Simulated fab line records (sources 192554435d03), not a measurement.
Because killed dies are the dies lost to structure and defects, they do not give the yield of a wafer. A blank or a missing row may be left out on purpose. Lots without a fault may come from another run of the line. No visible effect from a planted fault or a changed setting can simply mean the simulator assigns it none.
Which tool did it?	flow n5_finfet	24 lots with 72 wafers sampled at 6 steps, on a route of 1938 steps

WHAT THE GAUGES SHOWED, per wafer
N5_BEOL_M8_CD_MEAS_18: pitch 80 nm, target cd 40 nm.
lot	measured	on	cd_nm (nm)
L074	day 10 10:18	cd_sem-03	40.4 40.6 40.2
L075	day 10 20:35	cd_sem-01	39.9 39.8 40.8
L077	day 11 02:02	cd_sem-02	40.2 40.5 40.9
L078	day 11 17:35	cd_sem-01	40.3 39.5 40.0
L076	day 11 17:47	cd_sem-03	39.7 39.6 39.7
L079	day 11 20:31	cd_sem-03	40.3 40.0 39.5
L080	day 11 23:26	cd_sem-03	39.8 40.2 39.2
L081	day 12 05:47	cd_sem-02	39.5 39.8 39.8
L082	day 12 17:28	cd_sem-01	39.1 39.4 39.3
L083	day 12 22:47	cd_sem-01	39.4 39.8 40.2
L084	day 13 05:13	cd_sem-02	39.7 39.7 40.0
L086	day 13 06:01	cd_sem-02	39.3 38.7 39.2
L085	day 13 19:10	cd_sem-03	39.7 40.0 40.1
L087	day 13 19:13	cd_sem-03	39.5 38.6 39.2
L088	day 14 00:59	cd_sem-01	41.2 39.5 40.4
L089	day 14 05:08	cd_sem-01	40.3 39.7 40.4
L090	day 14 13:07	cd_sem-01	39.2 39.8 40.2
L091	day 15 01:22	cd_sem-01	40.5 40.1 40.0
L092	day 15 03:38	cd_sem-03	39.9 40.6 39.6
L093	day 15 06:04	cd_sem-02	39.6 39.8 39.6
L094	day 15 09:00	cd_sem-03	40.0 40.2 39.5
L095	day 15 16:08	cd_sem-03	39.2 40.6 39.7
L096	day 16 04:19	cd_sem-03	40.2 39.9 40.1
L097	day 16 17:56	cd_sem-01	39.5 38.9 39.2

WHICH TOOL RAN EACH LOT (tool, then ch and the chambers of the sampled wafers, then the start)
lot	N5_BEOL_M7_TRENCH_ETCH_37	N5_BEOL_M7_STRIP_80	N5_BEOL_M7_DEGAS_44	N5_BEOL_M8_DESCUM_16	N5_BEOL_M8_HM_OPEN_17
L074	rie_diel-01 ch 1,3, day 10 05:58 or earlier	rie_diel-01 ch 1,3, day 10 05:58 or earlier	pvd_sputter-02, day 10 05:58	rie_diel-02 ch 0,3, day 10 09:50	rie_metal-01 ch 0,1, day 10 10:07
L075	rie_diel-06 ch 0,2,3, day 10 14:28 or earlier	rie_diel-06 ch 0,2,3, day 10 14:28 or earlier	pvd_sputter-02, day 10 14:28	rie_diel-03 ch 0,2, day 10 20:07	rie_metal-03 ch 0, day 10 20:24
L077	rie_diel-06 ch 0,1,2, day 10 20:57 or earlier	rie_diel-06 ch 0,1,2, day 10 20:57 or earlier	pvd_sputter-03, day 10 20:57	rie_diel-05 ch 0,2,3, day 11 01:34	rie_metal-02 ch 0,1, day 11 01:51
L078	rie_diel-04 ch 2,3, day 11 11:16 or earlier	rie_diel-04 ch 2,3, day 11 11:16 or earlier	pvd_sputter-03, day 11 11:16	rie_diel-03 ch 1,3, day 11 17:06	rie_metal-02 ch 0,1, day 11 17:22
L076	rie_diel-01 ch 0,1,3, day 11 13:00 or earlier	rie_diel-01 ch 0,1,3, day 11 13:00 or earlier	pvd_sputter-01, day 11 13:00	rie_diel-05 ch 0,1,3, day 11 17:20	rie_metal-01 ch 0,1, day 11 17:37
L079	rie_diel-04 ch 0,2,3, day 11 13:52 or earlier	rie_diel-04 ch 0,2,3, day 11 13:52 or earlier	pvd_sputter-03, day 11 13:52	rie_diel-02 ch 0,1,2, day 11 20:04	rie_metal-01 ch 0,1, day 11 20:20
L080	rie_diel-01 ch 0,1, day 11 17:04 or earlier	rie_diel-01 ch 0,1, day 11 17:04 or earlier	pvd_sputter-01, day 11 17:04	rie_diel-03 ch 0,3, day 11 22:57	rie_metal-03 ch 0,1, day 11 23:16
L081	rie_diel-06 ch 0,3, day 11 23:07 or earlier	rie_diel-06 ch 0,3, day 11 23:07 or earlier	pvd_sputter-02, day 11 23:07	rie_diel-05 ch 0,2,3, day 12 05:08	rie_metal-03 ch 0,1, day 12 05:25
L082	rie_diel-06 ch 0,2,3, day 12 11:20 or earlier	rie_diel-06 ch 0,2,3, day 12 11:20 or earlier	pvd_sputter-02, day 12 11:20	rie_diel-05 ch 0,1,2, day 12 17:00	rie_metal-03 ch 0,1, day 12 17:17
L083	rie_diel-04 ch 0,1,3, day 12 15:06 or earlier	rie_diel-04 ch 0,1,3, day 12 15:06 or earlier	pvd_sputter-02, day 12 15:06	rie_diel-03 ch 0,1,2, day 12 22:11	rie_metal-01 ch 0, day 12 22:28
L084	rie_diel-06 ch 1,3, day 13 00:41 or earlier	rie_diel-06 ch 0,2, day 13 00:41 or earlier	pvd_sputter-01, day 13 00:41	rie_diel-02 ch 0,3, day 13 04:22	rie_metal-02 ch 1, day 13 04:40
L086	rie_diel-04 ch 0,1,2, day 13 01:25 or earlier	rie_diel-04 ch 0,1,2, day 13 01:25 or earlier	pvd_sputter-03, day 13 01:25	rie_diel-05 ch 0,2,3, day 13 05:31	rie_metal-03 ch 0,1, day 13 05:47
L085	rie_diel-01 ch 0,1,2, day 13 12:44 or earlier	rie_diel-01 ch 0,1,2, day 13 12:44 or earlier	pvd_sputter-03, day 13 12:44	rie_diel-05 ch 1,2,3, day 13 18:35	rie_metal-03 ch 0,1, day 13 18:52
L087	rie_diel-06 ch 2,3, day 13 12:53 or earlier	rie_diel-06 ch 2,3, day 13 12:53 or earlier	pvd_sputter-03, day 13 12:53	rie_diel-03 ch 0,2,3, day 13 18:35	rie_metal-02 ch 1, day 13 18:51
L088	rie_diel-06 ch 2,3, day 13 19:05 or earlier	rie_diel-06 ch 2,3, day 13 19:05 or earlier	pvd_sputter-03, day 13 19:05	rie_diel-03 ch 0,3, day 14 00:20	rie_metal-03 ch 1, day 14 00:37
L089	rie_diel-01 ch 0,1,3, day 13 23:24 or earlier	rie_diel-01 ch 0,1,3, day 13 23:24 or earlier	pvd_sputter-01, day 13 23:24	rie_diel-05 ch 0,1,2, day 14 04:40	rie_metal-01 ch 0,1, day 14 04:58
L090	rie_diel-06 ch 0,1,3, day 14 08:06 or earlier	rie_diel-06 ch 0,1,3, day 14 08:06 or earlier	pvd_sputter-02, day 14 08:06	rie_diel-03 ch 1,2, day 14 12:37	rie_metal-02 ch 0,1, day 14 12:53
L091	rie_diel-04 ch 0,3, day 14 17:33 or earlier	rie_diel-04 ch 0,3, day 14 17:33 or earlier	pvd_sputter-01, day 14 17:33	rie_diel-02 ch 1,2, day 15 00:43	rie_metal-01 ch 0,1, day 15 00:59
L092	rie_diel-04 ch 0,3, day 14 20:17 or earlier	rie_diel-04 ch 0,3, day 14 20:17 or earlier	pvd_sputter-03, day 14 20:17	rie_diel-05 ch 0,1,2, day 15 02:48	rie_metal-01 ch 0,1, day 15 03:05
L093	rie_diel-01 ch 0,1,2, day 15 01:35 or earlier	rie_diel-01 ch 0,1,2, day 15 01:35 or earlier	pvd_sputter-02, day 15 01:35	rie_diel-03 ch 0,2, day 15 05:34	rie_metal-01 ch 0,1, day 15 05:50
L094	rie_diel-06 ch 0,2, day 15 03:16 or earlier	rie_diel-06 ch 0,2, day 15 03:16 or earlier	pvd_sputter-02, day 15 03:16	rie_diel-05 ch 1,2, day 15 08:24	rie_metal-02 ch 0,1, day 15 08:41
L095	rie_diel-04 ch 2,3, day 15 11:02 or earlier	rie_diel-04 ch 2,3, day 15 11:02 or earlier	pvd_sputter-02, day 15 11:02	rie_diel-03 ch 0,1,3, day 15 15:40	rie_metal-01 ch 0,1, day 15 15:57
L096	rie_diel-04 ch 0,1,2, day 15 19:30 or earlier	rie_diel-04 ch 0,1,2, day 15 19:30 or earlier	pvd_sputter-01, day 15 19:30	rie_diel-03 ch 0,1,3, day 16 03:38	rie_metal-01 ch 0,1, day 16 03:55
L097	rie_diel-06 ch 0,3, day 16 12:35 or earlier	rie_diel-06 ch 0,3, day 16 12:35 or earlier	pvd_sputter-02, day 16 12:35	rie_diel-02 ch 2,3, day 16 17:26	rie_metal-02 ch 0,1, day 16 17:43
- N5_BEOL_M7_TRENCH_ETCH_37: etches SiCOH lowk in C4F6/O2, target depth 93.478 nm, time 31.2 s.
- N5_BEOL_M7_STRIP_80: strips in N2/H2, time 10 s.
- N5_BEOL_M7_DEGAS_44: time 60 s.
- N5_BEOL_M8_DESCUM_16: chemistry O2, time 7.9 s.
- N5_BEOL_M8_HM_OPEN_17: chemistry Cl2/BCl3, target TiN, target depth 20 nm, overetch 6 nm.

WHAT THE TOOLS THEMSELVES READ (means of the sampled wafers that have a number; where no wafer has one, the mark that the record gives instead)
N5_BEOL_M7_TRENCH_ETCH_37.
lot	tool	drypump_motor_current_A (A)	oes_f_703_au (a.u.)	oes_product_au (a.u.)	rf_vpp_V (V)	showerhead_plenum_p_Torr (Torr)	throttle_valve_pct (%)
L074	rie_diel-01	6.3	0.85	0.84	658	2.86	20.77
L075	rie_diel-06	6.0	0.82	0.84	669	2.84	21.00
L077	rie_diel-06	5.9	0.83	0.84	673	2.88	20.89
L078	rie_diel-04	6.0	0.82	0.82	671	2.84	20.86
L076	rie_diel-01	5.8	0.84	0.83	659	2.85	20.76
L079	rie_diel-04	5.8	0.83	0.84	671	2.88	20.85
L080	rie_diel-01	5.9	0.81	0.81	657	2.88	20.83
L081	rie_diel-06	5.5	0.74	0.75	666	2.77	21.13
L082	rie_diel-06	6.0	0.80	0.81	670	2.83	21.02
L083	rie_diel-04	5.7	0.83	0.84	669	2.95	20.84
L084	rie_diel-06	5.1	0.69	0.70	669	2.74	21.21
L086	rie_diel-04	5.8	0.79	0.79	670	2.90	20.98
L085	rie_diel-01	5.7	0.78	0.77	662	2.83	20.92
L087	rie_diel-06	6.1	0.80	0.81	672	2.83	21.11
L088	rie_diel-06	6.1	0.80	0.81	674	2.83	21.11
L089	rie_diel-01	5.9	0.82	0.81	659	2.84	20.78
L090	rie_diel-06	5.4	0.73	0.74	670	2.80	21.04
L091	rie_diel-04	5.5	0.86	0.87	671	2.96	20.77
L092	rie_diel-04	5.7	0.84	0.85	671	2.92	20.75
L093	rie_diel-01	5.7	0.77	0.76	661	2.82	20.94
L094	rie_diel-06	6.5	0.83	0.85	673	2.89	20.94
L095	rie_diel-04	6.0	0.79	0.80	673	2.83	20.90
L096	rie_diel-04	5.8	0.77	0.77	669	2.90	21.02
L097	rie_diel-06	5.8	0.84	0.87	669	2.93	20.86

N5_BEOL_M7_STRIP_80.
lot	tool	drypump_motor_current_A (A)	oes_product_au (a.u.)	rf_vpp_V (V)	showerhead_plenum_p_Torr (Torr)	throttle_valve_pct (%)
L074	rie_diel-01	6.3	0.83	59.0	2.54	23.54
L075	rie_diel-06	6.0	0.84	58.2	2.53	23.83
L077	rie_diel-06	6.0	0.84	59.2	2.56	23.71
L078	rie_diel-04	6.0	0.83	58.1	2.53	23.70
L076	rie_diel-01	5.8	0.83	59.0	2.54	23.50
L079	rie_diel-04	5.8	0.84	59.9	2.57	23.65
L080	rie_diel-01	5.9	0.80	59.5	2.57	23.57
L081	rie_diel-06	5.5	0.75	58.9	2.46	23.92
L082	rie_diel-06	6.0	0.81	58.4	2.52	23.84
L083	rie_diel-04	5.7	0.83	59.6	2.64	23.56
L084	rie_diel-06	6.4	0.86	59.0	2.58	23.71
L086	rie_diel-04	5.8	0.79	59.1	2.59	23.74
L085	rie_diel-01	5.7	0.77	58.9	2.51	23.65
L087	rie_diel-06	6.1	0.81	58.7	2.52	23.94
L088	rie_diel-06	6.1	0.81	59.6	2.52	23.94
L089	rie_diel-01	5.9	0.80	59.7	2.53	23.52
L090	rie_diel-06	5.4	0.75	57.9	2.49	23.81
L091	rie_diel-04	5.5	0.86	59.3	2.65	23.47
L092	rie_diel-04	5.7	0.85	59.5	2.61	23.52
L093	rie_diel-01	5.7	0.76	59.2	2.51	23.65
L094	rie_diel-06	6.5	0.86	59.1	2.58	23.80
L095	rie_diel-04	6.0	0.80	58.9	2.51	23.75
L096	rie_diel-04	5.8	0.76	59.2	2.58	23.77
L097	rie_diel-06	5.9	0.87	58.7	2.62	23.71

N5_BEOL_M7_DEGAS_44.
lot	tool	heater_power_w (W)
L074	pvd_sputter-02	318
L075	pvd_sputter-02	335
L077	pvd_sputter-03	326
L078	pvd_sputter-03	334
L076	pvd_sputter-01	318
L079	pvd_sputter-03	331
L080	pvd_sputter-01	336
L081	pvd_sputter-02	330
L082	pvd_sputter-02	329
L083	pvd_sputter-02	332
L084	pvd_sputter-01	335
L086	pvd_sputter-03	335
L085	pvd_sputter-03	326
L087	pvd_sputter-03	331
L088	pvd_sputter-03	335
L089	pvd_sputter-01	327
L090	pvd_sputter-02	335
L091	pvd_sputter-01	326
L092	pvd_sputter-03	329
L093	pvd_sputter-02	331
L094	pvd_sputter-02	341
L095	pvd_sputter-02	319
L096	pvd_sputter-01	319
L097	pvd_sputter-02	334

N5_BEOL_M8_DESCUM_16.
lot	tool	drypump_motor_current_A (A)	oes_product_au (a.u.)	rf_vpp_V (V)	showerhead_plenum_p_Torr (Torr)	throttle_valve_pct (%)
L074	rie_diel-02	5.9	0.77	244.8	2.18	20.51
L075	rie_diel-03	6.2	0.88	244.2	2.17	20.33
L077	rie_diel-05	6.0	0.70	244.1	2.17	20.49
L078	rie_diel-03	6.5	0.72	243.8	2.13	20.26
L076	rie_diel-05	5.7	0.75	243.6	2.12	20.51
L079	rie_diel-02	5.8	0.82	244.8	2.14	20.40
L080	rie_diel-03	6.3	0.82	244.2	2.12	20.31
L081	rie_diel-05	6.0	0.79	244.8	2.16	20.41
L082	rie_diel-05	5.5	0.83	243.1	2.12	20.33
L083	rie_diel-03	6.3	0.79	244.2	2.17	20.34
L084	rie_diel-02	6.1	0.73	243.2	2.16	20.51
L086	rie_diel-05	6.0	0.78	244.3	2.16	20.42
L085	rie_diel-05	5.7	0.81	242.9	2.11	20.36
L087	rie_diel-03	6.1	0.79	243.9	2.14	20.48
L088	rie_diel-03	6.2	0.76	243.7	2.09	20.46
L089	rie_diel-05	5.5	0.81	243.4	2.12	20.33
L090	rie_diel-03	6.1	0.77	244.3	2.18	20.50
L091	rie_diel-02	5.3	0.83	243.0	2.09	20.41
L092	rie_diel-05	5.5	0.80	243.0	2.12	20.33
L093	rie_diel-03	6.0	0.80	245.1	2.18	20.54
L094	rie_diel-05	5.2	0.84	243.2	2.07	20.28
L095	rie_diel-03	6.4	0.74	243.4	2.11	20.35
L096	rie_diel-03	6.4	0.74	243.3	2.11	20.36
L097	rie_diel-02	5.9	0.79	245.4	2.18	20.58

N5_BEOL_M8_HM_OPEN_17.
lot	tool	drypump_motor_current_A (A)	oes_product_au (a.u.)	throttle_valve_pct (%)
L074	rie_metal-01	5.8	0.57	22.29
L075	rie_metal-03	5.3	0.80	22.21
L077	rie_metal-02	5.5	0.64	21.96
L078	rie_metal-02	5.5	0.63	21.97
L076	rie_metal-01	5.4	0.56	22.38
L079	rie_metal-01	5.4	0.56	22.38
L080	rie_metal-03	5.3	0.77	22.11
L081	rie_metal-03	5.3	0.76	22.13
L082	rie_metal-03	5.3	0.76	22.10
L083	rie_metal-01	5.1	0.56	22.46
L084	rie_metal-02	5.8	0.78	21.92
L086	rie_metal-03	5.3	0.77	22.09
L085	rie_metal-03	5.3	0.73	22.01
L087	rie_metal-02	5.8	0.75	21.95
L088	rie_metal-03	5.2	0.70	21.91
L089	rie_metal-01	5.4	0.56	22.38
L090	rie_metal-02	5.7	0.78	21.91
L091	rie_metal-01	5.4	0.55	22.39
L092	rie_metal-01	5.4	0.56	22.39
L093	rie_metal-01	5.4	0.55	22.41
L094	rie_metal-02	5.5	0.78	21.88
L095	rie_metal-01	5.4	0.55	22.39
L096	rie_metal-01	5.4	0.55	22.40
L097	rie_metal-02	5.5	0.76	21.88

THE ANSWER, worked out from the rows above alone
Rule: what is usual is taken from the lots themselves. The widest of any qualifying gaps counts: lots, ordered by their means at a reading, are off when they make up no more than a third of the lots, leave a main group of 4 or more, and stand apart from it by 3 or more times the standard deviation of that group's means. Not used: any main group whose means are identical at the precision the tables above print for the reading. Also off: a lot with no number at a reading for which 4 or more lots have one. The other lots that the step has rows for count as sound. First the gauges in route order, then the tools' own readings, where a lot's mean is used as printed above. The first step at which some lot is off is used, and at that step the reading that is off furthest; a lot without a number counts as furthest.
No lot is off at any reading shown: from this, nothing can be told.

WHAT THE SIMULATOR HAD PUT IN
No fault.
